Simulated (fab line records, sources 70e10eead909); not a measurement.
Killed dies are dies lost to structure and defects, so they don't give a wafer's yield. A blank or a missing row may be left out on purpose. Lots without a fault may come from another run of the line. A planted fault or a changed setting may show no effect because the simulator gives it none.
fab line records | flow nand_harc
record lots=14 wafers=40 last_day=32
route steps=1302 shown P_M2@330
lots that met no fault: from a run of the same line without faults
start_h: hours from the record's first day to the start of the lot's first wafer shown | wait_h: hours since the lot's step before | " the same as in the row above | L1.1+2: a row that stands for several wafers | - no value, or no start given | * or withheld: withheld | < > ~ a bound
route shown NAME@n: a module of which the file shows steps, and the number in the route of the first | usual: mean/standard deviation of fault-free wafers | same: alike in all rows | chamber/n: place in a boat | sites: the reading at each site | _std_site: their standard deviation | _edge_site: outer sites' mean less inner sites' | radius_mm: how far each site lies from the wafer's centre | mask NAME#n: copy n | behind: the tool/chamber that last shaped the wafer | hold: why the lot was held/for how many hours/how that ended | device: the transistor (n, p or np) that didn't switch | end of line: the same wafers' tests at the end of the route | a step without rows: its recipe alone | killed: dies lost to structure and defects at the first sort, not the wafer's yield | map: a wafer's dies, x killed, . not, _ none there
set.NAME: the setting as run; set.NAME@STEP: as run at that earlier step | model.NAME: the simulator's own value behind a step, which no gauge read
steps of the route over a sample of lots; a table a step, a row a wafer
services: from which hour (start_h, from the record's first day; less than 0 if before it) a tool's chamber was out of use, for how many hours, and why
## steps
# step NHARC_P_M2_INSPECT_11
# usual raw_defect_count=4.9/2.9
# columns lot.wafer tool chamber start_h wait_h raw_defect_count
L178.1 defect_inspect-02 - 133.20 0.0 3
L178.2 " - " " 9
L178.5 " - " " 2
L180.2 defect_inspect-01 - 149.38 0.0 10
L180.5 " - " " 10
L180.6 " - " " 10
L181.1 defect_inspect-01 - 155.55 0.0 5
L181.2 " - " " 4
L181.4 " - " " 6
L183.1 defect_inspect-01 - 184.13 0.0 4
L183.2 " - " " 0
L183.6 " - " " 3
L184.1 defect_inspect-01 - 185.02 0.0 2
L184.4 " - " " 5
L184.6 " - " " 1
L185.1 defect_inspect-01 - 199.19 0.0 1
L185.4 " - " " 4
L185.6 " - " " 2
L186.1 defect_inspect-02 - 208.37 0.0 4
L186.2 " - " " 7
L186.4 " - " " 5
L189.1 defect_inspect-02 - 243.40 0.0 9
L189.5 " - " " 7
L189.6 " - " " 5
L190.1 defect_inspect-02 - 246.31 0.0 4
L190.2 " - " " 1
L190.4 " - " " 3
L192.1 defect_inspect-01 - 276.88 0.0 3
L192.3 " - " " 6
L192.4 " - " " 7
L193.3 defect_inspect-01 - 277.38 0.0 1
L194.1 defect_inspect-02 - 288.33 0.0 3
L194.4 " - " " 2
L194.6 " - " " 1
L198.2 defect_inspect-02 - 329.86 0.0 7
L198.5 " - " " 4
L198.6 " - " " 6
L199.2 defect_inspect-01 - 336.71 0.0 7
L199.3 " - " " 6
L199.6 " - " " 4
# step NHARC_P_M2_ETCH_15
# recipe target_depth_a=1825 time_s=91.2 c4f8_flow_sccm=withheld ar_flow_sccm=400 rf_w=600 bias_w=300 chemistry=C4F8/Ar
# usual oes_product_au=0.938/0.027 rf_vpp_V=441.0/2.4
# columns lot.wafer tool chamber start_h wait_h oes_product_au rf_hours_counter_h rf_vpp_V
L178.1 rie_diel-03 1 - - 0.909 0 440.0
L178.2 " 3 " " 0.906 1 439.4
L178.5 " 1 " " 0.900 - 441.6
L180.2 rie_diel-05 1 - - 0.990 5 438.4
L180.6 " 1 " " 0.993 - 437.4
L180.5 " 2 " " 0.983 - 442.9
L181.4 rie_diel-04 0 - - 0.924 11 438.3
L181.1 " 2 " " 0.900 13 442.9
L181.2 " 3 " " 0.901 13 440.1
L183.1 rie_diel-03 3 - - 0.909 3 439.4
L183.2 " 0 " " 0.953 3 441.5
L183.6 " 0 " " 0.947 - 439.5
L184.1 rie_diel-03 2 - - 0.989 3 439.0
L184.4 " 3 " " 0.961 3 438.6
L184.6 " 0 " " 0.986 - 439.9
L185.1 rie_diel-04 1 - - 0.953 1 444.3
L185.4 " 2 " " 0.958 2 443.9
L185.6 " 1 " " 0.956 - 444.9
L186.2 rie_diel-03 1 - - 0.902 4 440.5
L186.1 " 2 " " 0.909 4 438.0
L186.4 " 2 " " 0.920 - 437.5
L189.1 rie_diel-04 3 - - 0.925 3 442.5
L189.6 " 1 " " 0.918 - 446.4
L189.5 " 2 " " 0.917 - 444.8
L190.1 rie_diel-05 2 - - 0.971 0 442.8
L190.4 " 3 " " 0.991 0 445.4
L190.2 " 0 " " 0.994 0 439.7
L192.1 rie_diel-03 0 - - 0.938 7 441.9
L192.3 " 1 " " 0.918 9 440.2
L192.4 " 2 " " 0.931 9 438.4
L193.3 rie_diel-03 2 - - 0.932 9 439.2
L194.4 rie_diel-04 2 - - 0.923 6 444.7
L194.1 " 0 " " 0.935 6 439.0
L194.6 " 2 " " 0.928 - 443.7
L198.2 rie_diel-05 1 - - 0.925 3 438.5
L198.5 " 1 " " 0.943 - 437.5
L198.6 " 2 " " 0.919 - 441.3
L199.2 rie_diel-03 3 - - 0.914 1 439.5
L199.3 " 1 " " 0.912 1 439.7
L199.6 " 3 " " 0.922 - 438.5
# step NHARC_P_M2_PVD_21
# recipe target_thk_a=300 chamber_pressure_pa=5 power_w=5000 substrate_temp_c=30 time_s=20.49 material=Cu
# usual substrate_temp_c=29.98/0.11 throttle_valve_pct=29.4/0.93
# columns lot.wafer tool chamber start_h wait_h substrate_temp_c throttle_valve_pct
L178.2 pvd_sputter-01 - - - 29.82 30.1
L178.1 " - " " 30.04 27.3
L178.5 " - " " 29.88 27.6
L180.2 pvd_sputter-02 - - - 30.00 29.9
L180.5 " - " " 30.10 28.7
L180.6 " - " " 29.90 28.9
L181.2 pvd_sputter-03 - - - 29.84 31.0
L181.4 " - " " 30.05 28.4
L181.1 " - " " 29.92 29.8
L183.1 pvd_sputter-03 - - - 30.04 30.1
L183.2 " - " " 29.85 30.8
L183.6 " - " " 30.05 30.0
L184.4 pvd_sputter-03 - - - 29.88 30.5
L184.1 " - " " 30.05 30.8
L184.6 " - " " 29.91 29.0
L185.1 pvd_sputter-02 - - - 30.28 29.7
L185.4 " - " " 30.06 30.1
L185.6 " - " " 29.73 29.3
L186.1 pvd_sputter-03 - - - 29.94 29.1
L186.4 " - " " 29.94 30.4
L186.2 " - " " 29.99 30.7
L189.1 pvd_sputter-02 - - - 30.17 29.6
L189.6 " - " " 29.90 28.7
L189.5 " - " " 30.02 28.8
L190.1 pvd_sputter-02 - - - 29.93 28.5
L190.4 " - " " 29.88 28.9
L190.2 " - " " 29.96 29.8
L192.4 pvd_sputter-03 - - - 30.01 29.0
L192.3 " - " " 29.92 30.1
L192.1 " - " " 30.00 30.2
L193.3 pvd_sputter-01 - - - 29.85 26.9
L194.1 pvd_sputter-03 - - - 30.16 30.5
L194.4 " - " " 30.20 29.8
L194.6 " - " " 29.84 30.1
L198.2 pvd_sputter-01 - - - 30.00 29.1
L198.5 " - " " 30.01 30.0
L198.6 " - " " 29.77 27.6
L199.3 pvd_sputter-02 - - - 29.87 30.0
L199.2 " - " " 30.07 30.0
L199.6 " - " " 30.08 29.3
# step NHARC_P_M2_ECD_22
# recipe target_thk_a=4000 bath_temp_c=25 material=Cu
# usual bath_heat_duty_pct=6.1/0.67
# columns lot.wafer tool chamber start_h wait_h bath_heat_duty_pct
L178.2 ecd_cu-01 1 134.64 - 5.2
L178.1 " 0 " " 5.6
L178.5 " 0 " " 6.1
L180.2 ecd_cu-01 0 150.87 - 5.8
L180.5 " 1 " " 4.9
L180.6 " 0 " " 6.6
L181.1 ecd_cu-01 1 157.05 - 5.3
L181.2 " 0 " " 6.5
L181.4 " 0 " " 6.2
L183.2 ecd_cu-01 0 185.58 - 6.7
L183.1 " 1 " " 6.0
L183.6 " 0 " " 6.1
L184.1 ecd_cu-01 0 186.47 - 6.6
L184.4 " 1 " " 5.6
L184.6 " 1 " " 5.6
L185.1 ecd_cu-01 1 200.63 - 5.8
L185.4 " 1 " " 5.6
L185.6 " 1 " " 5.8
L186.2 ecd_cu-01 0 209.85 - 5.8
L186.1 " 1 " " 4.8
L186.4 " 0 " " 6.5
L189.1 ecd_cu-01 1 244.89 - 5.2
L189.5 " 1 " " 5.5
L189.6 " 0 " " 6.4
L190.1 ecd_cu-01 1 247.88 - 6.7
L190.2 " 0 " " 5.6
L190.4 " 0 " " 6.1
L192.1 ecd_cu-02 1 278.34 - 5.5
L192.4 " 1 " " 6.1
L192.3 " 0 " " 6.7
L193.3 ecd_cu-01 1 278.92 - 5.7
L194.1 ecd_cu-01 0 289.81 - 6.5
L194.4 " 0 " " 6.3
L194.6 " 1 " " 6.4
L198.2 ecd_cu-02 0 331.30 - 6.8
L198.6 " 0 " " 7.6
L198.5 " 1 " " 5.6
L199.2 ecd_cu-02 0 338.20 - 7.1
L199.3 " 1 " " 6.1
L199.6 " 0 " " 7.0
# step NHARC_P_M2_CMP_23
# recipe t_overpolish_s=20 target_thk_nm=144.3
# usual motor_current_A=11.9/1.2 time_to_endpoint_s=30/3.4
# columns lot.wafer tool chamber start_h wait_h motor_current_A time_to_endpoint_s
L178.2 cmp-01 2 135.36 - 12.7 25
L178.1 " 0 " " 12.7 28
L178.5 " 3 " " 11.0 26
L180.2 cmp-01 1 151.62 - 12.7 28
L180.5 " 3 " " 10.8 25
L180.6 " 0 " " 13.8 32
L181.2 cmp-04 0 157.77 - 11.0 35
L181.4 " 2 " " 11.3 31
L181.1 " 3 " " 9.6 28
L183.2 cmp-01 0 186.30 - 13.1 31
L183.1 " 1 " " 12.3 27
L183.6 " 1 " " 13.5 30
L184.1 cmp-02 0 187.22 - 10.1 26
L184.4 " 2 " " 10.6 28
L184.6 " 0 " " 10.4 28
L185.4 cmp-04 1 201.40 - 11.7 34
L185.1 " 2 " " 11.6 33
L185.6 " 3 " " 10.1 28
L186.1 cmp-01 0 210.60 - 12.1 32
L186.4 " 2 " " 13.5 27
L186.2 " 3 " " 11.3 26
L189.1 cmp-01 1 245.63 - 12.3 29
L189.6 " 1 " " 13.0 27
L189.5 " 2 " " 12.7 25
L190.2 cmp-01 3 248.60 - 10.7 28
L190.4 " 0 " " 13.4 33
L190.1 " 1 " " 12.8 30
L192.1 cmp-01 3 279.06 - 10.7 24
L192.4 " 1 " " 12.5 31
L192.3 " 2 " " 12.6 25
L193.3 cmp-04 2 279.60 - 11.3 18
L194.4 cmp-01 3 290.53 - 11.2 25
L194.1 " 2 " " 13.4 27
L194.6 " 3 " " 10.9 13
L198.2 cmp-04 0 332.08 - 11.4 31
L198.5 " 2 " " 11.0 29
L198.6 " 3 " " 10.2 26
L199.3 cmp-01 3 338.87 - 11.3 28
L199.2 " 0 " " 12.9 33
L199.6 " 0 " " 12.9 34
## services
# columns tool chamber start_h hours kind
cmp-04 - 111.00 4.0 pm
rie_diel-05 1 114.36 2.4 repair
ecd_cu-01 - 137.45 1.8 repair
ecd_cu-01 - 160.00 8.0 pm
pvd_sputter-03 - 170.00 10.0 pm
rie_diel-04 - 177.90 9.0 pm
pvd_sputter-03 - 182.46 2.2 repair
pvd_sputter-02 - 183.48 7.7 repair
ecd_cu-01 - 187.44 0.3 repair
cmp-01 - 193.53 4.0 pm
ecd_cu-01 - 202.96 2.6 repair
rie_diel-03 3 207.45 1.3 repair
cmp-04 - 209.00 4.0 pm
pvd_sputter-03 - 214.92 15.2 repair
cmp-01 - 237.91 0.8 repair
rie_diel-03 - 253.44 2.4 repair
rie_diel-03 - 281.30 9.0 pm
pvd_sputter-02 - 282.00 10.0 pm
ecd_cu-01 - 285.85 1.8 repair
cmp-01 - 291.53 4.0 pm
cmp-04 - 307.00 4.0 pm
rie_diel-03 3 323.44 2.5 repair
rie_diel-03 3 328.56 1.7 repair
ecd_cu-01 - 336.27 8.0 pm
## key
first_sign step=NHARC_P_M2_CMP_23 reading=time_to_endpoint_s direction=down sigmas=4.2 usual=* struck=*
effect none on later readings
met_at NHARC_P_M2_ECD_22
struck_lots L193,L194
struck_wafers L193.3,L194.6
later_rows_left_out L193.3,L194.6
sort_left_out L193.3,L194.6
not_acting_at NHARC_P_M2_INSPECT_11,NHARC_P_M2_ETCH_15,NHARC_P_M2_PVD_21
onset_between 247.88 278.92
earlier_fault kind=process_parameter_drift tool=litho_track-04 chamber=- onset_h=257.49 steps=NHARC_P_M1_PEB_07 channel=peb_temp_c offset=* shape=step acts_in=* stated=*
fault kind=process_parameter_drift tool=ecd_cu-01 chamber=1 onset_h=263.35 steps=NHARC_P_M2_ECD_22 channel=target_thk_a offset=* shape=step acts_in=* stated=*
# sort_left_out: the simulated sort isn't trusted on such a fault, so these wafers' sort isn't shown, and their yield isn't known
# later_rows_left_out: the simulator's readings of these wafers behind a module that went badly wrong aren't trusted and aren't shown, but for the sort
